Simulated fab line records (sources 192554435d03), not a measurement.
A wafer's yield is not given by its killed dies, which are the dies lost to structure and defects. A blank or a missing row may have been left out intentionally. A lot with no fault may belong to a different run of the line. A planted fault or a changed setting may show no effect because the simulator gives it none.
A struck lot beside a sound one | flow n5_finfet | 19 steps out of a route of 1938
Sound: these wafers, L821.1, L821.2, L821.3. Wafers L827.1, L827.2, L827.5 were the ones struck. The cause is named last.
Per side, at each step with rows, come the tool, then ch with its chambers, and then its first start. Under that, the readings that differ: sound wafers | struck wafers | difference of the means | sigmas: that difference in standard deviations of wafers without a fault.
alike: a reading whose means differ by less than 2 such deviations, as well as words and numbers matching on both sides. not compared: withheld readings; readings where some wafer has no value; bounds like >300 that might hide an equal value; numbers whose values overlap and for which the record gives no deviation.
A row with sigmas, a row that says differs or no value, or rows on one side alone: a step with any of these is where the two part. Numbers that don't overlap but have no deviation are shown without sigmas and don't part them. A reading missing from all wafers of one side parts the sides only when that side holds two or more wafers.

N5_BEOL_M11_ETCH_61: etches SiARC in CF4, target depth 39 nm, time 65 s.
  sound on rie_diel-02 ch 1,2,3, day 12 22:17; struck on rie_diel-02 ch 1,2, day 14 06:09
  alike: drypump_motor_current_A, etch_rf_on_time_s, oes_product_au, rf_fwd_power_W, rf_vpp_V, showerhead_plenum_p_Torr, throttle_valve_pct
  not compared: rf_hours_counter_h
N5_BEOL_M11_ETCH_62: etches SOC in N2/H2, target depth 110 nm, overetch 22 nm, time 165 s.
  sound on rie_diel-02 ch 1,2,3, day 12 22:20; struck on rie_diel-02 ch 1,2, day 14 06:12
  alike: drypump_motor_current_A, oes_product_au, rf_fwd_power_W, rf_vpp_V, showerhead_plenum_p_Torr, throttle_valve_pct
  not compared: rf_hours_counter_h
then, 1 step without rows for these wafers: N5_BEOL_M11_STRIP_68 (strips in N2/H2).
N5_BEOL_M11_STRIP_67: strips in CF4.
  sound on rie_diel-02 ch 1,2,3, day 12 22:29; struck on rie_diel-02 ch 1,2, day 14 06:21
  alike: drypump_motor_current_A, oes_product_au, rf_vpp_V, showerhead_plenum_p_Torr, throttle_valve_pct
  not compared: rf_hours_counter_h
N5_BEOL_M11_HM_OPEN_17: chemistry Cl2/BCl3, target TiN, target depth 20 nm, overetch 6 nm.
  sound on rie_metal-03 ch 0,1, day 12 22:32; struck on rie_metal-01 ch 0,1, day 14 06:23
  alike: drypump_motor_current_A, oes_product_au, rf_fwd_power_W, throttle_valve_pct
  not compared: rf_hours_counter_h
N5_BEOL_M11_STRIP_19: strips in O2.
  sound on rie_diel-02 ch 1,2,3, day 12 22:39; struck on rie_diel-06 ch 0,1,3, day 14 06:31
  alike: drypump_motor_current_A, oes_product_au, rf_vpp_V, showerhead_plenum_p_Torr, throttle_valve_pct
  not compared: rf_hours_counter_h
N5_BEOL_M11_CD_MEAS_18: pitch 140 nm, target cd 70 nm.
  struck on cd_sem-03, day 14 06:35; sound on cd_sem-02, day 12 22:43
  alike: cd_nm
then, 5 steps without rows for these wafers: N5_BEOL_M11_COAT_63 (time 60 s, resist thk 100 nm); N5_BEOL_M11_COAT_64 (time 60 s, resist thk 30 nm); N5_BEOL_M11_COAT_22 (resist thk 90 nm); N5_BEOL_M11_EBR_24; N5_BEOL_M11_SOFTBAKE_23 (time 60 s).
N5_BEOL_M11_EXPOSE_25: exposes mask V10.
  sound on arfi_scanner-02 ch 0, day 12 23:04; struck on arfi_scanner-03 ch 0, day 14 10:10
  reading                          | sound | struck | difference | sigmas
  model.BEOL_M11.overlay_x_nm (nm) | 0 0 0 | 6 6 6  | +6         |
  alike: mask
then, 2 steps without rows for these wafers: N5_BEOL_M11_PEB_26 (peb time 60 s); N5_BEOL_M11_DEVELOP_27 (develop time 30 s).
N5_BEOL_M11_CD_MEAS_28: target cd 70 nm.
  sound on cd_sem-01 ch 0, day 12 23:12; struck on cd_sem-01 ch 0, day 14 10:18
  alike: cd_nm
N5_BEOL_M11_OVL_MEAS_29:
  sound on overlay-02 ch 0, day 12 23:14; struck on overlay-01 ch 0, day 14 10:20
  reading      | sound        | struck      | difference | sigmas
  V10_OVL (nm) | 0.9 -0.5 0.7 | 6.0 5.5 5.7 | +5.4       | +9
N5_BEOL_M11_INSPECT_30: inspects for defects (brightfield).
  struck on defect_inspect-01, day 14 10:21; sound on defect_inspect-02, day 12 23:15
  alike: raw_defect_count
N5_PASSIVATION_PROBE_49:
  struck on prober-01, day 15 22:34; sound on prober-02, day 14 22:05
  reading              | sound | struck   | difference | sigmas
  sort_bin_8_speed (%) | 0 0 0 | 0 0 0.08 | +0         | +3
  alike: defect_limited_yield, killed_at_M0_to_M3, killed_at_M4_up, killed_at_contacts, killed_at_front_end, killed_at_other, killed_dies, killed_open, killed_short, sort_bin_5_function, sort_bin_6_memory, sort_n_pass, sort_yield_pct

## WHERE THEY PART
Last at N5_PASSIVATION_PROBE_49 as far as this record goes, first at N5_BEOL_M11_OVL_MEAS_29.

WHY: whatever the simulator had introduced
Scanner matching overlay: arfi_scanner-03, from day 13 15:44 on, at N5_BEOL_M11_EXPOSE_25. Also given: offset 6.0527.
